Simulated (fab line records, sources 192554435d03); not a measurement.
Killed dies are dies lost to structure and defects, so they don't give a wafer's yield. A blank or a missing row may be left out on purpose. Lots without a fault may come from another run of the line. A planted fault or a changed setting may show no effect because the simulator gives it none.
fab line records | flow n5_finfet
record lots=24 wafers=72 last_day=18
route steps=1938 shown FIN_SAQP@140 STI_FIN_REVEAL@188
lots that met no fault: from a run of the same line without faults
start_h: hours from the record's first day to the start of the lot's first wafer shown | wait_h: hours since the lot's step before | " the same as in the row above | L1.1+2: a row that stands for several wafers | - no value, or no start given | * or withheld: withheld | < > ~ a bound
route shown NAME@n: a module of which the file shows steps, and the number in the route of the first | usual: mean/standard deviation of fault-free wafers | same: alike in all rows | chamber/n: place in a boat | sites: the reading at each site | _std_site: their standard deviation | _edge_site: outer sites' mean less inner sites' | radius_mm: how far each site lies from the wafer's centre | mask NAME#n: copy n | behind: the tool/chamber that last shaped the wafer | hold: why the lot was held/for how many hours/how that ended | device: the transistor (n, p or np) that didn't switch | end of line: the same wafers' tests at the end of the route | a step without rows: its recipe alone | killed: dies lost to structure and defects at the first sort, not the wafer's yield | map: a wafer's dies, x killed, . not, _ none there
set.NAME: the setting as run; set.NAME@STEP: as run at that earlier step | model.NAME: the simulator's own value behind a step, which no gauge read
steps of the route over a sample of lots; a table a step, a row a wafer
services: from which hour (start_h, from the record's first day; less than 0 if before it) a tool's chamber was out of use, for how many hours, and why
## steps
# step N5_FIN_SAQP_MANDREL2_REMOVE_60
# recipe chemistry=HBr/Cl2/O2 bt_time_s=10 target=a-Si stop_on=SiNx endpoint=OES-SiCl over_etch_frac=1 icp_w=600 bias_w=22 HBr_flow_sccm=150 Cl2_flow_sccm=80 O2_flow_sccm=5 pressure_mtorr=10
# usual drypump_motor_current_A=5.9/0.33 oes_product_au=1.007/0.018 throttle_valve_pct=36.69/0.29
# columns lot.wafer tool chamber start_h wait_h drypump_motor_current_A oes_product_au rf_hours_counter_h throttle_valve_pct
L074.1 rie_si-04 0 26.06 0.1 6.0 0.999 26 36.46
L074.5 " 1 " " 6.1 0.976 - 36.84
L074.6 " 2 " " 6.0 1.001 - 36.35
L075.2 rie_si-01 0 37.13 0.1 5.6 1.016 154 36.60
L075.4 " 1 " " 5.7 1.007 68 37.22
L075.6 " 1 " " 5.8 1.004 - 37.22
L076.1 rie_si-01 2 38.08 0.1 5.9 1.030 50 36.52
L076.3 " 3 " " 5.6 1.004 42 37.28
L076.6 " 2 " " 5.9 1.028 - 36.52
L077.1 rie_si-04 1 45.97 0.1 6.1 0.984 48 36.84
L077.3 " 2 " " 5.9 1.001 58 36.33
L077.6 " 0 " " 6.0 0.995 - 36.48
L078.3 rie_si-01 1 50.98 0.1 5.7 0.999 68 37.21
L078.4 " 2 " " 5.9 1.016 50 36.52
L078.5 " 3 " " 5.6 1.001 - 37.28
L079.3 rie_si-06 2 55.24 0.1 6.1 0.967 101 36.37
L079.4 " 0 " " 5.5 1.031 7 36.74
L079.6 " 3 " " 5.8 1.019 - 36.77
L080.1 rie_si-04 0 61.72 0.1 6.0 0.986 27 36.47
L080.3 " 2 " " 6.0 1.003 59 36.34
L080.6 " 3 " " 6.7 1.028 - 36.81
L081.2 rie_si-06 3 67.29 0.1 5.8 1.016 96 36.74
L081.3 " 0 " " 5.5 1.026 8 36.72
L081.5 " 0 " " 5.6 1.025 - 36.74
L082.1 rie_si-04 0 72.89 0.1 6.1 1.000 27 36.48
L082.2 " 2 " " 5.9 1.009 59 36.34
L082.4 " 3 " " 6.6 1.042 79 36.80
L083.1 rie_si-06 2 79.94 0.1 6.1 0.974 102 36.35
L083.2 " 3 " " 5.8 1.022 97 36.74
L083.4 " 0 " " 5.6 1.027 - 36.72
L084.1 rie_si-01 1 85.73 0.1 5.7 0.993 69 37.24
L084.2 " 3 " " 5.6 0.994 43 37.28
L084.6 " 0 " " 5.6 1.010 - 36.60
L085.2 rie_si-01 1 92.08 0.1 5.7 0.988 69 37.21
L085.3 " 0 " " 5.6 1.014 155 36.59
L085.6 " 1 " " 5.7 0.995 - 37.22
L086.1 rie_si-04 2 102.68 0.1 6.0 1.008 59 36.35
L086.3 " 0 " " 6.0 0.999 27 36.47
L086.6 " 0 " " 6.0 1.001 - 36.48
L087.1 rie_si-04 3 106.49 0.1 6.6 1.038 80 36.82
L087.3 " 1 " " 6.1 0.977 49 36.83
L087.6 " 1 " " 6.1 0.984 - 36.84
L088.2 rie_si-01 0 111.06 0.1 5.6 1.018 156 36.60
L088.3 " 3 " " 5.6 1.008 43 37.27
L088.5 " 0 " " 5.6 1.021 - 36.59
L089.2 rie_si-04 3 118.66 0.1 6.6 1.043 80 36.80
L089.3 " 2 " " 6.0 1.022 60 36.34
L089.4 " 1 " " 6.1 0.989 49 36.83
L090.1 rie_si-04 1 121.18 0.1 6.2 0.983 49 36.82
L090.4 " 0 " " 6.1 0.989 28 36.47
L090.5 " 0 " " 6.1 1.000 - 36.47
L091.3 rie_si-04 1 127.45 0.1 6.1 0.995 49 36.84
L091.5 " 2 " " 6.0 0.999 - 36.34
L091.6 " 1 " " 6.1 0.980 - 36.82
L092.3 rie_si-01 1 135.27 0.1 5.7 0.979 70 37.22
L092.4 " 2 " " 6.0 1.018 52 36.51
L092.6 " 0 " " 5.6 1.004 - 36.61
L093.1 rie_si-06 0 139.79 0.1 5.5 1.031 9 36.73
L093.2 " 3 " " 5.8 1.015 98 36.75
L093.4 " 1 " " 5.4 1.017 18 36.33
L094.1 rie_si-06 2 146.23 0.1 6.1 0.981 103 36.36
L094.2 " 3 " " 5.9 1.013 98 36.76
L094.5 " 3 " " 5.8 1.016 - 36.74
L095.2 rie_si-06 2 151.78 0.1 6.1 0.988 103 36.36
L095.3 " 3 " " 5.9 1.013 98 36.76
L095.4 " 1 " " 5.4 1.022 18 36.35
L096.2 rie_si-04 3 157.28 0.1 6.6 1.030 81 36.81
L096.3 " 1 " " 6.1 0.983 50 36.85
L096.4 " 2 " " 5.9 0.996 60 36.35
L097.2 rie_si-04 1 166.53 0.1 6.1 0.974 50 36.85
L097.4 " 0 " " 6.0 0.994 28 36.47
L097.5 " 3 " " 6.6 1.024 - 36.80
# step N5_FIN_SAQP_CD_MEAS_31
# recipe target_cd_nm=8 landing_energy_ev=1000 detector=se_inlens polarity=line
# usual cd_nm=8.13/0.24
# same landing_energy_ev=1000
# columns lot.wafer tool chamber start_h wait_h cd_nm
L074.1 cd_sem-02 0 26.17 0.1 8.32
L074.5 " 0 " " 8.15
L074.6 " 0 " " 7.98
L075.2 cd_sem-03 0 37.24 0.1 8.13
L075.4 " 0 " " 7.80
L075.6 " 0 " " 7.97
L076.1 cd_sem-02 0 38.19 0.1 8.30
L076.3 " 0 " " 8.20
L076.6 " 0 " " 8.36
L077.1 cd_sem-02 0 46.08 0.1 8.24
L077.3 " 0 " " 7.55
L077.6 " 0 " " 8.25
L078.3 cd_sem-03 0 51.10 0.1 8.00
L078.4 " 0 " " 7.82
L078.5 " 0 " " 7.94
L079.3 cd_sem-01 0 55.35 0.1 8.41
L079.4 " 0 " " 8.30
L079.6 " 0 " " 8.20
L080.1 cd_sem-01 0 61.83 0.1 8.19
L080.3 " 0 " " 8.50
L080.6 " 0 " " 7.82
L081.2 cd_sem-02 0 67.40 0.1 7.86
L081.3 " 0 " " 8.10
L081.5 " 0 " " 8.17
L082.1 cd_sem-03 0 73.00 0.1 7.65
L082.2 " 0 " " 7.91
L082.4 " 0 " " 7.89
L083.1 cd_sem-02 0 80.05 0.1 7.95
L083.2 " 0 " " 8.49
L083.4 " 0 " " 7.84
L084.1 cd_sem-02 0 85.84 0.1 8.07
L084.2 " 0 " " 8.49
L084.6 " 0 " " 7.92
L085.2 cd_sem-01 0 92.19 0.1 8.16
L085.3 " 0 " " 8.41
L085.6 " 0 " " 7.79
L086.1 cd_sem-03 0 102.79 0.1 8.21
L086.3 " 0 " " 7.94
L086.6 " 0 " " 8.02
L087.1 cd_sem-03 0 106.60 0.1 7.78
L087.3 " 0 " " 8.31
L087.6 " 0 " " 8.29
L088.2 cd_sem-03 0 111.17 0.1 8.02
L088.3 " 0 " " 7.90
L088.5 " 0 " " 8.33
L089.2 cd_sem-01 0 118.77 0.1 7.85
L089.3 " 0 " " 8.00
L089.4 " 0 " " 8.61
L090.1 cd_sem-02 0 121.29 0.1 8.31
L090.4 " 0 " " 8.24
L090.5 " 0 " " 8.05
L091.3 cd_sem-01 0 127.57 0.1 7.80
L091.5 " 0 " " 8.52
L091.6 " 0 " " 8.34
L092.3 cd_sem-03 0 135.39 0.1 8.19
L092.4 " 0 " " 8.32
L092.6 " 0 " " 8.41
L093.1 cd_sem-01 0 139.91 0.1 8.26
L093.2 " 0 " " 8.21
L093.4 " 0 " " 8.68
L094.1 cd_sem-03 0 146.34 0.1 8.56
L094.2 " 0 " " 8.40
L094.5 " 0 " " 8.21
L095.2 cd_sem-02 0 151.89 0.1 8.23
L095.3 " 0 " " 7.80
L095.4 " 0 " " 8.07
L096.2 cd_sem-02 0 157.39 0.1 8.24
L096.3 " 0 " " 8.26
L096.4 " 0 " " 8.26
L097.2 cd_sem-01 0 166.65 0.1 8.17
L097.4 " 0 " " 8.05
L097.5 " 0 " " 7.86
# step N5_FIN_SAQP_ETCH_34
# recipe chemistry=C4F6/O2 target=SiO2 target_depth_a=450 time_s=15 ion_energy_ev=250 pressure_mtorr=30 source_w=345 bias_w=185 Ar_flow_sccm=300 C4F6_flow_sccm=10 O2_flow_sccm=10 ends=cleared
# usual drypump_motor_current_A=5.6/0.52 etch_rf_on_time_s=14.96/0.27 oes_product_au=0.69/0.056 rf_vpp_V=667/16 showerhead_plenum_p_Torr=2.90/0.09 throttle_valve_pct=21.16/0.21
# columns lot.wafer tool chamber start_h wait_h drypump_motor_current_A etch_rf_on_time_s oes_product_au rf_hours_counter_h rf_vpp_V showerhead_plenum_p_Torr throttle_valve_pct
L074.1 rie_diel-01 3 26.28 0.0 5.4 14.62 0.66 133 683 2.98 21.04
L074.5 " 3 " " 5.3 14.71 0.65 - 684 2.98 21.02
L074.6 " 2 " " 4.9 14.86 0.67 - 673 2.97 21.23
L075.2 rie_diel-03 2 37.36 0.0 5.3 15.00 0.71 54 686 2.91 21.44
L075.4 " 0 " " 5.7 14.77 0.70 81 666 2.98 20.95
L075.6 " 3 " " 6.3 14.99 0.62 - 641 2.76 21.41
L076.1 rie_diel-01 0 38.31 0.0 6.3 14.95 0.75 44 679 2.89 20.81
L076.3 " 2 " " 5.0 15.04 0.67 123 674 2.97 21.23
L076.6 " 2 " " 5.0 14.78 0.66 - 674 2.97 21.23
L077.1 rie_diel-01 2 46.21 0.0 5.0 14.84 0.66 126 673 2.97 21.24
L077.3 " 3 " " 5.3 14.97 0.64 142 682 2.97 21.03
L077.6 " 3 " " 5.4 15.06 0.64 - 684 2.97 21.05
L078.3 rie_diel-05 2 51.21 0.0 5.6 14.15 0.81 13 679 3.04 21.11
L078.4 " 0 " " 6.2 15.21 0.73 50 646 2.78 21.26
L078.5 " 3 " " 4.6 15.38 0.76 - 669 3.03 21.14
L079.3 rie_diel-03 0 55.47 0.0 5.7 14.62 0.70 85 664 2.98 20.96
L079.4 " 1 " " 5.3 14.75 0.70 101 667 2.87 21.06
L079.6 " 2 " " 5.4 15.03 0.70 - 686 2.91 21.42
L080.1 rie_diel-03 2 61.95 0.0 5.3 15.18 0.70 61 688 2.91 21.43
L080.3 " 3 " " 6.3 15.05 0.62 180 640 2.75 21.43
L080.6 " 1 " " 5.2 15.12 0.70 - 667 2.87 21.07
L081.2 rie_diel-05 0 67.65 0.0 6.2 15.02 0.73 55 646 2.78 21.26
L081.3 " 3 " " 4.6 15.23 0.76 32 671 3.02 21.15
L081.5 " 2 " " 5.6 14.13 0.79 - 678 3.04 21.14
L082.1 rie_diel-01 2 73.16 0.0 4.9 14.91 0.66 135 675 2.97 21.26
L082.2 " 1 " " 5.3 14.70 0.81 7 672 2.91 20.99
L082.4 " 3 " " 5.3 14.78 0.64 151 682 2.97 21.07
L083.1 rie_diel-03 2 80.21 0.0 5.3 15.36 0.69 70 689 2.90 21.45
L083.2 " 0 " " 5.7 14.90 0.68 96 665 2.97 20.96
L083.4 " 0 " " 5.7 14.90 0.69 - 667 2.97 20.95
L084.1 rie_diel-01 3 86.10 0.0 5.3 14.88 0.63 156 685 2.97 21.06
L084.2 " 0 " " 6.4 15.06 0.72 61 678 2.89 20.82
L084.6 " 3 " " 5.3 14.91 0.63 - 683 2.97 21.06
L085.2 rie_diel-01 1 92.33 0.0 5.2 14.85 0.79 13 674 2.91 21.00
L085.3 " 2 " " 5.0 14.95 0.65 143 673 2.96 21.25
L085.6 " 0 " " 6.4 15.08 0.72 - 677 2.89 20.84
L086.1 rie_diel-01 1 102.96 0.0 5.2 15.06 0.77 18 673 2.91 20.98
L086.3 " 0 " " 6.3 15.17 0.71 70 677 2.88 20.84
L086.6 " 2 " " 5.0 15.25 0.64 - 672 2.96 21.26
L087.1 rie_diel-05 0 106.80 0.0 6.2 15.31 0.72 60 647 2.78 21.27
L087.3 " 1 " " 5.7 15.03 0.75 48 639 2.77 20.94
L087.6 " 3 " " 4.6 15.39 0.74 - 672 3.02 21.15
L088.2 rie_diel-03 2 111.29 0.0 5.3 15.51 0.67 90 686 2.89 21.46
L088.3 " 3 " " 6.3 15.23 0.59 209 639 2.74 21.45
L088.5 " 2 " " 5.3 15.52 0.67 - 686 2.89 21.48
L089.2 rie_diel-03 2 118.97 0.0 5.3 15.58 0.65 94 686 2.89 21.47
L089.3 " 0 " " 5.7 14.88 0.67 119 666 2.96 21.00
L089.4 " 0 " " 5.7 14.90 0.66 - 667 2.96 21.02
L090.1 rie_diel-05 0 121.41 0.0 6.2 15.14 0.72 65 646 2.78 21.28
L090.4 " 2 " " 5.6 14.25 0.78 28 679 3.04 21.13
L090.5 " 1 " " 5.7 14.94 0.75 - 639 2.77 20.95
L091.3 rie_diel-03 3 127.68 0.0 6.3 15.01 0.60 216 640 2.74 21.47
L091.5 " 3 " " 6.3 15.31 0.59 - 640 2.74 21.48
L091.6 " 2 " " 5.3 15.23 0.67 - 686 2.89 21.50
L092.3 rie_diel-05 0 135.50 0.0 6.2 15.15 0.71 70 647 2.77 21.29
L092.4 " 1 " " 5.7 14.86 0.74 59 639 2.76 20.97
L092.6 " 0 " " 6.1 15.24 0.71 - 647 2.77 21.29
L093.1 rie_diel-01 1 140.03 0.0 5.2 14.63 0.76 35 672 2.90 21.01
L093.2 " 2 " " 4.9 14.82 0.63 166 673 2.95 21.30
L093.4 " 0 " " 6.4 14.89 0.70 87 677 2.88 20.87
L094.1 rie_diel-03 0 146.51 0.0 5.7 14.96 0.65 132 665 2.95 21.02
L094.2 " 2 " " 5.3 15.38 0.66 107 687 2.89 21.51
L094.5 " 3 " " 6.3 15.25 0.58 - 639 2.73 21.50
L095.2 rie_diel-03 2 152.00 0.0 5.3 15.26 0.66 108 686 2.89 21.52
L095.3 " 1 " " 5.2 14.96 0.70 103 667 2.87 21.06
L095.4 " 0 " " 5.7 14.71 0.66 134 666 2.95 21.01
L096.2 rie_diel-01 0 157.51 0.0 6.3 14.90 0.69 92 676 2.87 20.86
L096.3 " 3 " " 5.3 14.76 0.62 179 682 2.96 21.09
L096.4 " 2 " " 5.0 14.91 0.63 171 673 2.95 21.32
L097.2 rie_diel-03 2 166.76 0.0 5.3 15.01 0.65 114 687 2.88 21.51
L097.4 " 3 " " 6.4 15.02 0.59 232 638 2.73 21.50
L097.5 " 0 " " 5.7 14.74 0.65 - 665 2.95 21.02
# step N5_FIN_SAQP_STRIP_77
# recipe chemistry=N2/H2 time_s=90 power_w=100 temp_c=40 pressure_mtorr=100 rf_frequency_hz=6e+07 bias_power_w=3 n2_flow_sccm=300 h2_flow_sccm=300
# usual drypump_motor_current_A=5.6/0.52 oes_product_au=0.81/0.07 rf_vpp_V=45.4/0.81 showerhead_plenum_p_Torr=3.43/0.11 throttle_valve_pct=12.23/0.15
# columns lot.wafer tool chamber start_h wait_h drypump_motor_current_A oes_product_au rf_hours_counter_h rf_vpp_V showerhead_plenum_p_Torr throttle_valve_pct
L074.1 rie_diel-01 3 26.31 0.0 5.3 0.76 133 44.4 3.52 12.16
L074.5 " 3 " " 5.4 0.77 - 46.2 3.52 12.17
L074.6 " 2 " " 4.9 0.79 - 46.1 3.50 12.27
L075.2 rie_diel-03 2 37.38 0.0 5.4 0.84 54 44.8 3.41 12.17
L075.4 " 0 " " 5.7 0.82 81 45.9 3.56 12.11
L075.6 " 3 " " 6.3 0.73 - 43.7 3.25 12.45
L076.1 rie_diel-01 0 38.33 0.0 6.3 0.88 45 45.7 3.46 11.99
L076.3 " 2 " " 5.0 0.77 123 45.9 3.50 12.30
L076.6 " 2 " " 4.9 0.76 - 45.4 3.50 12.30
L077.1 rie_diel-01 2 46.23 0.0 5.0 0.77 126 46.0 3.50 12.30
L077.3 " 3 " " 5.4 0.75 142 45.2 3.52 12.17
L077.6 " 3 " " 5.3 0.75 - 45.9 3.51 12.18
L078.3 rie_diel-05 2 51.23 0.0 5.6 0.96 13 45.3 3.61 12.09
L078.4 " 0 " " 6.2 0.88 50 45.9 3.29 12.19
L078.5 " 3 " " 4.6 0.89 - 45.4 3.58 12.02
L079.3 rie_diel-03 0 55.49 0.0 5.7 0.80 85 45.0 3.56 12.12
L079.4 " 1 " " 5.2 0.82 101 46.4 3.42 12.25
L079.6 " 2 " " 5.3 0.83 - 45.2 3.41 12.20
L080.1 rie_diel-03 2 61.97 0.0 5.4 0.82 61 45.5 3.41 12.20
L080.3 " 3 " " 6.4 0.73 180 45.5 3.24 12.48
L080.6 " 1 " " 5.2 0.83 - 45.2 3.42 12.24
L081.2 rie_diel-05 0 67.68 0.0 6.2 0.87 55 43.8 3.28 12.18
L081.3 " 3 " " 4.6 0.88 32 46.4 3.57 12.05
L081.5 " 2 " " 5.6 0.93 - 45.0 3.61 12.13
L082.1 rie_diel-01 2 73.18 0.0 4.9 0.76 135 45.3 3.49 12.32
L082.2 " 1 " " 5.2 0.97 7 45.7 3.46 11.91
L082.4 " 3 " " 5.3 0.74 151 46.7 3.51 12.20
L083.1 rie_diel-03 2 80.24 0.0 5.3 0.81 70 45.2 3.41 12.22
L083.2 " 0 " " 5.7 0.79 96 45.2 3.56 12.16
L083.4 " 0 " " 5.7 0.79 - 47.0 3.56 12.14
L084.1 rie_diel-01 3 86.12 0.0 5.3 0.74 156 46.7 3.51 12.22
L084.2 " 0 " " 6.4 0.85 61 46.3 3.45 12.06
L084.6 " 3 " " 5.4 0.74 - 45.9 3.51 12.21
L085.2 rie_diel-01 1 92.35 0.0 5.2 0.92 13 47.2 3.45 11.93
L085.3 " 2 " " 4.9 0.75 143 45.4 3.49 12.36
L085.6 " 0 " " 6.4 0.86 - 46.0 3.44 12.05
L086.1 rie_diel-01 1 102.98 0.0 5.3 0.93 18 47.3 3.45 11.96
L086.3 " 0 " " 6.4 0.85 70 47.5 3.44 12.08
L086.6 " 2 " " 4.9 0.75 - 44.4 3.48 12.35
L087.1 rie_diel-05 0 106.82 0.0 6.2 0.86 60 43.9 3.28 12.22
L087.3 " 1 " " 5.7 0.88 48 45.1 3.31 12.19
L087.6 " 3 " " 4.6 0.88 - 45.6 3.57 12.09
L088.2 rie_diel-03 2 111.31 0.0 5.3 0.79 90 44.7 3.40 12.26
L088.3 " 3 " " 6.3 0.70 209 44.8 3.23 12.54
L088.5 " 2 " " 5.3 0.78 - 45.8 3.40 12.26
L089.2 rie_diel-03 2 119.00 0.0 5.4 0.78 94 45.6 3.39 12.28
L089.3 " 0 " " 5.7 0.77 119 46.3 3.54 12.21
L089.4 " 0 " " 5.7 0.77 - 44.7 3.54 12.20
L090.1 rie_diel-05 0 121.43 0.0 6.2 0.86 65 44.6 3.28 12.19
L090.4 " 2 " " 5.6 0.91 28 45.1 3.60 12.15
L090.5 " 1 " " 5.7 0.88 - 45.6 3.31 12.22
L091.3 rie_diel-03 3 127.70 0.0 6.3 0.70 216 44.8 3.22 12.55
L091.5 " 3 " " 6.3 0.70 - 45.0 3.22 12.58
L091.6 " 2 " " 5.3 0.78 - 45.3 3.39 12.29
L092.3 rie_diel-05 0 135.52 0.0 6.1 0.85 70 45.2 3.28 12.24
L092.4 " 1 " " 5.7 0.87 59 44.7 3.31 12.22
L092.6 " 0 " " 6.2 0.84 - 45.9 3.28 12.21
L093.1 rie_diel-01 1 140.05 0.0 5.3 0.90 35 46.2 3.44 11.99
L093.2 " 2 " " 5.0 0.74 166 43.5 3.48 12.39
L093.4 " 0 " " 6.4 0.83 87 45.0 3.43 12.10
L094.1 rie_diel-03 0 146.53 0.0 5.7 0.76 132 45.2 3.54 12.23
L094.2 " 2 " " 5.3 0.77 107 43.9 3.39 12.32
L094.5 " 3 " " 6.3 0.69 - 44.0 3.22 12.58
L095.2 rie_diel-03 2 152.03 0.0 5.3 0.77 108 45.6 3.39 12.31
L095.3 " 1 " " 5.2 0.81 103 44.5 3.42 12.26
L095.4 " 0 " " 5.7 0.75 134 45.6 3.53 12.24
L096.2 rie_diel-01 0 157.53 0.0 6.4 0.82 92 45.6 3.43 12.12
L096.3 " 3 " " 5.3 0.72 179 45.0 3.49 12.27
L096.4 " 2 " " 5.0 0.73 171 43.7 3.47 12.42
L097.2 rie_diel-03 2 166.78 0.0 5.3 0.77 114 44.5 3.38 12.33
L097.4 " 3 " " 6.4 0.69 232 43.8 3.22 12.59
L097.5 " 0 " " 5.7 0.76 - 44.0 3.53 12.27
# step N5_STI_FIN_REVEAL_THK_MEAS_05
# usual thk_nm=130.9/1.2
# columns lot.wafer tool chamber start_h wait_h thk_nm
L074.1 film_metro-01 - 33.77 - 132.7
L074.5 " - " " 133.3
L074.6 " - " " 129.4
L075.2 film_metro-02 - 45.32 - 133.7
L075.4 " - " " 130.7
L075.6 " - " " 131.3
L076.1 film_metro-02 - 46.54 - 131.8
L076.3 " - " " 129.6
L076.6 " - " " 131.8
L077.1 film_metro-02 - 54.18 - 131.1
L077.3 " - " " 130.6
L077.6 " - " " 129.6
L078.3 film_metro-02 - 58.45 - 131.4
L078.4 " - " " 132.2
L078.5 " - " " 131.3
L079.3 film_metro-01 - 63.48 - 132.4
L079.4 " - " " 129.0
L079.6 " - " " 129.9
L080.1 film_metro-02 - 69.17 - 130.9
L080.3 " - " " 131.1
L080.6 " - " " 131.2
L081.2 film_metro-01 - 74.89 - 130.9
L081.3 " - " " 129.2
L081.5 " - " " 129.9
L082.1 film_metro-02 - 80.48 - 130.8
L082.2 " - " " 129.9
L082.4 " - " " 129.4
L083.1 film_metro-01 - 88.03 - 130.0
L083.2 " - " " 130.7
L083.4 " - " " 130.8
L084.1 film_metro-02 - 93.33 - 132.1
L084.2 " - " " 132.5
L084.6 " - " " 129.9
L085.2 film_metro-02 - 99.96 - 133.1
L085.3 " - " " 129.8
L085.6 " - " " 131.8
L086.1 film_metro-02 - 110.34 - 131.8
L086.3 " - " " 129.2
L086.6 " - " " 131.4
L087.1 film_metro-02 - 114.19 - 130.8
L087.3 " - " " 131.1
L087.6 " - " " 130.6
L088.2 film_metro-02 - 118.68 - 132.6
L088.3 " - " " 131.5
L088.5 " - " " 131.3
L089.2 film_metro-02 - 126.46 - 131.8
L089.3 " - " " 132.4
L089.4 " - " " 131.7
L090.1 film_metro-02 - 129.20 - 132.6
L090.4 " - " " 132.7
L090.5 " - " " 132.8
L091.3 film_metro-01 - 135.67 - 131.6
L091.5 " - " " 132.0
L091.6 " - " " 128.9
L092.3 film_metro-02 - 143.31 - 131.1
L092.4 " - " " 130.9
L092.6 " - " " 131.2
L093.1 film_metro-01 - 147.39 - 130.0
L093.2 " - " " 130.0
L093.4 " - " " 130.3
L094.1 film_metro-02 - 154.07 - 129.5
L094.2 " - " " 130.7
L094.5 " - " " 128.3
L095.2 film_metro-01 - 159.77 - 130.3
L095.3 " - " " 131.3
L095.4 " - " " 130.0
L096.2 film_metro-02 - 164.95 - 129.6
L096.3 " - " " 131.4
L096.4 " - " " 128.4
L097.2 film_metro-01 - 174.09 - 131.0
L097.4 " - " " 130.9
L097.5 " - " " 129.7
# step N5_STI_FIN_REVEAL_INSPECT_13
# recipe inspect_instrument=darkfield mode=post_clean
# usual raw_defect_count=12/5.3
# columns lot.wafer tool chamber start_h wait_h raw_defect_count
L074.1 defect_inspect-02 - 37.32 0.0 11
L074.5 " - " " 17
L074.6 " - " " 12
L075.2 defect_inspect-02 - 49.02 0.0 11
L075.4 " - " " 10
L075.6 " - " " 7
L076.1 defect_inspect-02 - 49.91 0.0 7
L076.3 " - " " 9
L076.6 " - " " 6
L077.1 defect_inspect-02 - 57.46 0.0 16
L077.3 " - " " 25
L077.6 " - " " 23
L078.3 defect_inspect-02 - 61.74 0.0 4
L078.4 " - " " 10
L078.5 " - " " 6
L079.3 defect_inspect-02 - 66.76 0.0 11
L079.4 " - " " 16
L079.6 " - " " 12
L080.1 defect_inspect-02 - 72.92 0.3 5
L080.3 " - " " 7
L080.6 " - " " 8
L081.2 defect_inspect-02 - 78.25 0.0 16
L081.3 " - " " 9
L081.5 " - " " 14
L082.1 defect_inspect-01 - 84.30 0.0 22
L082.2 " - " " 11
L082.4 " - " " 14
L083.1 defect_inspect-02 - 91.74 0.0 11
L083.2 " - " " 10
L083.4 " - " " 12
L084.1 defect_inspect-01 - 96.70 0.0 25
L084.2 " - " " 23
L084.6 " - " " 9
L085.2 defect_inspect-02 - 104.52 0.0 7
L085.3 " - " " 6
L085.6 " - " " 8
L086.1 defect_inspect-02 - 113.68 0.0 18
L086.3 " - " " 14
L086.6 " - " " 6
L087.1 defect_inspect-02 - 117.47 0.0 6
L087.3 " - " " 14
L087.6 " - " " 12
L088.2 defect_inspect-02 - 122.10 0.0 7
L088.3 " - " " 10
L088.5 " - " " 14
L089.2 defect_inspect-01 - 129.91 0.0 9
L089.3 " - " " 13
L089.4 " - " " 7
L090.1 defect_inspect-02 - 132.83 0.0 6
L090.4 " - " " 5
L090.5 " - " " 6
L091.3 defect_inspect-01 - 138.96 0.0 12
L091.5 " - " " 17
L091.6 " - " " 14
L092.3 defect_inspect-01 - 146.78 0.0 8
L092.4 " - " " 7
L092.6 " - " " 8
L093.1 defect_inspect-02 - 150.75 0.0 15
L093.2 " - " " 12
L093.4 " - " " 18
L094.1 defect_inspect-01 - 157.38 0.0 3
L094.2 " - " " 11
L094.5 " - " " 11
L095.2 defect_inspect-01 - 163.60 0.0 18
L095.3 " - " " 25
L095.4 " - " " 16
L096.2 defect_inspect-01 - 168.27 0.0 8
L096.3 " - " " 10
L096.4 " - " " 9
L097.2 defect_inspect-02 - 177.43 0.0 9
L097.4 " - " " 7
L097.5 " - " " 14
## services
# columns tool chamber start_h hours kind
rie_si-04 1 6.99 2.7 repair
rie_si-04 - 16.98 4.3 pm
rie_diel-05 0 18.93 2.9 repair
rie_diel-01 1 25.00 - clean
rie_diel-01 1 25.00 - consumable_replace:focus_ring
rie_diel-01 1 25.00 28.3 scheduled_down
rie_diel-01 1 25.00 28.3 vent_cycle
rie_diel-03 0 45.39 4.0 repair
rie_si-01 3 57.06 14.0 repair
rie_si-06 1 72.53 13.9 repair
rie_diel-01 - 73.72 1.2 repair
rie_si-04 - 74.46 0.4 repair
rie_diel-01 1 77.18 4.7 repair
rie_si-01 1 87.34 4.0 repair
rie_si-06 3 89.72 12.2 repair
rie_si-06 0 92.81 18.8 repair
rie_diel-01 3 100.79 8.7 repair
rie_si-06 3 110.98 6.9 repair
rie_diel-01 - 135.57 0.8 repair
rie_diel-05 1 148.75 2.2 repair
rie_diel-05 0 152.80 25.5 repair
rie_diel-05 1 160.48 5.4 repair
## key
fault none
